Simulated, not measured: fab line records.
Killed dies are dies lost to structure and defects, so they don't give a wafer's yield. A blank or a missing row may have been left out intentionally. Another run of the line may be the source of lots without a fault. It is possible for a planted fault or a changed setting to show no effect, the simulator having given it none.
A lot that was struck, set against a sound lot + flow n5-finfet + 32 out of 1938 route steps
Sound: wafers L459.1, L459.2, L459.5. The struck wafers were L469.1, L469.3, L469.5. Last of all comes the cause.
Per side, at each step with rows, come the tool, then ch with its chambers, and then its first start. Under that, the readings that differ: sound wafers + struck wafers + difference of the means + sigmas: that difference in standard deviations of wafers without a fault.
alike: a reading whose means differ by less than 2 such deviations, as well as words and numbers matching on both sides. not compared: withheld readings; readings where some wafer has no value; bounds like >300 that might hide an equal value; numbers whose values overlap and for which the record gives no deviation.
Wherever a step has rows on one side only, a row that says differs or no value, or a row with sigmas, the two part there. Numbers that have no deviation but don't overlap get no sigmas and don't part them. A reading missing from all wafers of one side parts the sides only when that side holds two or more wafers.

first, 3 steps without rows for these wafers: N5_DUMMY_REMOVAL_STRIP_10 (strips in N2/H2, time 40 s); N5_DUMMY_REMOVAL_PRECLEAN_07 (cleans in dHF, time 30 s); N5_DUMMY_REMOVAL_DUMMY_REMOVE_02 (chemistry TMAH, target poly-Si, stops on SiO2, target depth 142 nm, time 57 s, rinse time 30 s).
N5_DUMMY_REMOVAL_INSPECT_06: inspects for defects (brightfield).
  sound: defect-inspect-02 at day 5 13:32; struck: defect-inspect-01 at day 8 01:35
  alike: raw-defect-count
then, 6 steps without rows for these wafers: N5_DUMMY_REMOVAL_PRECLEAN_08 (cleans in NF3:NH3, afs cycles 2, time 20 s, sublimation time 60 s); N5_DUMMY_REMOVAL_PRECLEAN_04 (cleans in DHF, time 37 s); N5_DUMMY_REMOVAL_SRD_05 (time 30 s); N5_HKMG_FIN_IL_REGROW_00 (material SiO2, chemistry O3, target thk 0.75 nm, time 30 s); N5_HKMG_FIN_HK_ALD_01 (deposits HfO2, target thk 1.6 nm, pulse time 3 s, purge time 3 s); N5_HKMG_FIN_HK_ANNEAL_02 (time 30 s).
N5_HKMG_FIN_ALD_74: deposits La2O3, target thk 0.5 nm, pulse time 6 s, co reactant pulse time 1 s.
  sound on ald-hk-02 ch 0,1,2, day 5 14:21; struck on ald-hk-01 ch 2,3, day 8 02:20
  alike: heater-power-w, precursor-pulse-height-rel
N5_HKMG_FIN_ALD_75: deposits Al2O3, target thk 1 nm, co reactant pulse time 1 s.
  sound on ald-hk-02 ch 0,1,2, day 5 14:26; struck on ald-hk-01 ch 2,3, day 8 02:29
  alike: heater-power-w, precursor-pulse-height-rel
N5_HKMG_FIN_COAT_41: time 60 s, resist thk 300 nm.
  sound on litho-track-01 ch 0, day 5 14:31; struck on litho-track-01 ch 0, day 8 02:40
| reading                                   | sound                | struck               | difference | sigmas      |
|-------------------------------------------|----------------------|----------------------|------------|-------------|
| spin-speed-rpm (rpm)                      | 1499.5 1499.1 1497.5 | 1744.1 1747.3 1744.6 | +246.6     | +99 or more |
| model.SOC_of_HKMG_FIN_COAT_41.thk-nm (nm) | 301.6 302.6 302.2    | 278.8 279.8 280.2    | -22.5      |             |
then, 7 steps without rows for these wafers: N5_HKMG_FIN_COAT_42 (time 60 s, resist thk 35 nm); N5_HKMG_FIN_COAT_43 (resist thk 90 nm); N5_HKMG_FIN_EBR_45; N5_HKMG_FIN_SOFTBAKE_44 (time 60 s); N5_HKMG_FIN_EXPOSE_46 (exposes mask NDIPOLE); N5_HKMG_FIN_PEB_47 (peb time 60 s); N5_HKMG_FIN_DEVELOP_48 (develop time 30 s).
N5_HKMG_FIN_CD_MEAS_49: target cd 202 nm.
  sound on cd-sem-01 ch 0, day 5 14:53; struck on cd-sem-02 ch 0, day 8 03:02
  alike: cd-nm
N5_HKMG_FIN_OVL_MEAS_50:
  sound on overlay-02 ch 0, day 5 14:55; struck on overlay-02 ch 0, day 8 03:04
  alike: NDIPOLE_OVL
N5_HKMG_FIN_INSPECT_61: inspects for defects (macro).
  sound: defect-inspect-02 at day 5 14:57; struck: defect-inspect-01 at day 8 03:05
| reading          | sound | struck | difference | sigmas |
|------------------|-------|--------|------------|--------|
| raw-defect-count | 5 3 6 | 0 2 1  | -4         | -3     |
then, 1 step without rows for these wafers: N5_HKMG_FIN_DESCUM_53 (chemistry O2, time 7.9 s).
N5_HKMG_FIN_ETCH_54: etches SiARC in CF4, target depth 45.5 nm, time 75.8 s.
  sound on rie-diel-06 ch 0,2, day 5 15:14; struck on rie-diel-03 ch 0,1, day 8 03:28
  alike: drypump-motor-current-A, etch-rf-on-time-s, oes-product-au, rf-vpp-V, showerhead-plenum-p-Torr, throttle-valve-pct
  not compared: rf-hours-counter-h
N5_HKMG_FIN_ETCH_55: etches SOC in N2/H2, target depth 240 nm, time 300 s.
  sound on rie-diel-06 ch 0,2, day 5 15:17; struck on rie-diel-03 ch 0,1, day 8 03:31
  alike: drypump-motor-current-A, oes-product-au, rf-vpp-V, showerhead-plenum-p-Torr, throttle-valve-pct
  not compared: rf-hours-counter-h
then, 2 steps without rows for these wafers: N5_HKMG_FIN_STRIP_56 (strips in N2/H2); N5_HKMG_FIN_STRIP_57 (strips in CF4).
N5_HKMG_FIN_ETCH_58: etches SOC in N2/H2, target depth 215.8 nm, time 741 s.
  sound on rie-diel-06 ch 0,2, day 5 15:29; struck on rie-diel-03 ch 0,1, day 8 03:44
  alike: drypump-motor-current-A, oes-product-au, rf-vpp-V, showerhead-plenum-p-Torr, throttle-valve-pct
  not compared: rf-hours-counter-h
N5_HKMG_FIN_STRIP_93: strips SOC in N2/H2, time 20 s.
  sound on rie-diel-06 ch 0,2, day 5 15:55; struck on rie-diel-03 ch 0,1, day 8 04:10
| reading                                   | sound          | struck       | difference | sigmas |
|-------------------------------------------|----------------|--------------|------------|--------|
| model.SOC_of_HKMG_FIN_COAT_41.thk-nm (nm) | 74.6 80.6 74.8 | 58 54.2 60.6 | -19        |        |
  alike: drypump-motor-current-A, oes-product-au, rf-vpp-V, showerhead-plenum-p-Torr, throttle-valve-pct
  not compared: rf-hours-counter-h
then, 2 steps without rows for these wafers: N5_HKMG_FIN_WET_ETCH_76 (etches Al2O3 in dNH4OH, stops on La2O3, target depth 2.25 nm, rinse time 30 s); N5_PASSIVATION_PROBE_49.

## WHERE THEY PART
Last at N5_HKMG_FIN_INSPECT_61 as far as this record goes, first at N5_HKMG_FIN_COAT_41. Later steps at which nothing parts them and some readings are alike: N5_HKMG_FIN_ETCH_54, N5_HKMG_FIN_ETCH_55, N5_HKMG_FIN_ETCH_58, N5_HKMG_FIN_STRIP_93.

WHY: what had been put in by the simulator
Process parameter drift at N5_HKMG_FIN_COAT_41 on litho-track-01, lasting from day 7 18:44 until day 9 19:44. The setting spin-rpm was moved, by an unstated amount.
